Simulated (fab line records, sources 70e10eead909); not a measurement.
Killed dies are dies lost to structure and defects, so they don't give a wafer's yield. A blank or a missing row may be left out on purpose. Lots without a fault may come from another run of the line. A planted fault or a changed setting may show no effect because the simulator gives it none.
Which tool did it? | flow nand_harc | 13 lots, 39 wafers sampled, at 2 steps of a route of 1302

WHAT THE GAUGES READ, wafer by wafer
NHARC_P_BONDPAD_OVL_MEAS_38. Usual: overlay_x_nm -1 nm, standard deviation 4.7; overlay_y_nm -2 nm, standard deviation 5.1.
lot  | measured     | on         | overlay_x_nm (nm) | overlay_y_nm (nm) | flag
L966 | day 7 04:31  | overlay-02 | -3 -2 -2          | -2 -3 -3          |
L968 | day 7 20:13  | overlay-02 | 0 1 -1            | -5 -5 -5          |
L967 | day 7 22:23  | overlay-02 | -9 -10 -9         | -8 -8 -8          |
L969 | day 8 07:33  | overlay-02 | -6 -6 -6          | 2 2 2             |
L972 | day 9 06:15  | overlay-01 | 3 4 3             | 3 3 3             |
L976 | day 11 09:54 | overlay-01 | 0 0 1             | -11 -11 -11       |
L980 | day 12 18:25 | overlay-01 | 0 0 0             | -3 -4 -3          |
L982 | day 13 17:51 | overlay-02 | 1 0 0             | -4 -4 -5          |
L983 | day 14 00:13 | overlay-02 | -8 -7 -8          | -2 -2 -2          |
L985 | day 14 15:38 | overlay-01 | -8 -9 -8          | 4 5 5             |
L984 | day 14 16:35 | overlay-02 | 10 9 9            | -6 -6 -5          |
L986 | day 15 04:13 | overlay-01 | 1 1 0             | 1 0 1             |
L988 | day 16 06:43 | overlay-01 | 2 2 2             | 4 4 3             |

WHICH TOOL RAN EACH LOT (tool, then ch and the chambers of the sampled wafers, then the start)
lot  | NHARC_P_M2_DEGAS_29
L966 | pvd_sputter-03, day 7 00:55
L968 | pvd_sputter-02, day 7 16:41
L967 | pvd_sputter-02, day 7 19:02
L969 | pvd_sputter-02, day 8 04:08
L972 | pvd_sputter-01, day 9 02:46
L976 | pvd_sputter-03, day 11 06:19
L980 | pvd_sputter-02, day 12 15:05
L982 | pvd_sputter-01, day 13 14:21
L983 | pvd_sputter-01, day 13 20:46
L985 | pvd_sputter-02, day 14 12:13
L984 | pvd_sputter-02, day 14 13:02
L986 | pvd_sputter-01, day 15 00:29
L988 | pvd_sputter-01, day 16 03:16
- NHARC_P_M2_DEGAS_29: time 60 s.

WHAT THE TOOLS THEMSELVES READ (means of the sampled wafers that have a number; where no wafer has one, the mark that the record gives instead)
NHARC_P_M2_DEGAS_29. Usual: heater_power_w 362 W, standard deviation 26.
lot  | tool           | heater_power_w (W) | flag
L966 | pvd_sputter-03 | 368                |
L968 | pvd_sputter-02 | 360                |
L967 | pvd_sputter-02 | 366                |
L969 | pvd_sputter-02 | 357                |
L972 | pvd_sputter-01 | 356                |
L976 | pvd_sputter-03 | 369                |
L980 | pvd_sputter-02 | 371                |
L982 | pvd_sputter-01 | 355                |
L983 | pvd_sputter-01 | 384                |
L985 | pvd_sputter-02 | 339                |
L984 | pvd_sputter-02 | 365                |
L986 | pvd_sputter-01 | 344                |
L988 | pvd_sputter-01 | 356                |

THE ANSWER, worked out from the rows above alone
Rule: a lot is off if the mean of its wafers that have a number lies more than 3 standard deviations from the usual mean. A lot without any number at a reading at which 4 lots or more have one is off too. The other lots that the step has rows for count as sound. The gauges are gone through in route order, then the tools' own readings, and for those a lot's mean is taken as printed above. The first step at which some lot is off is used, and at that step the reading that is off furthest; a lot without a number counts as furthest.
No lot is off at any reading shown: from this, nothing can be told.

WHAT THE SIMULATOR HAD PUT IN
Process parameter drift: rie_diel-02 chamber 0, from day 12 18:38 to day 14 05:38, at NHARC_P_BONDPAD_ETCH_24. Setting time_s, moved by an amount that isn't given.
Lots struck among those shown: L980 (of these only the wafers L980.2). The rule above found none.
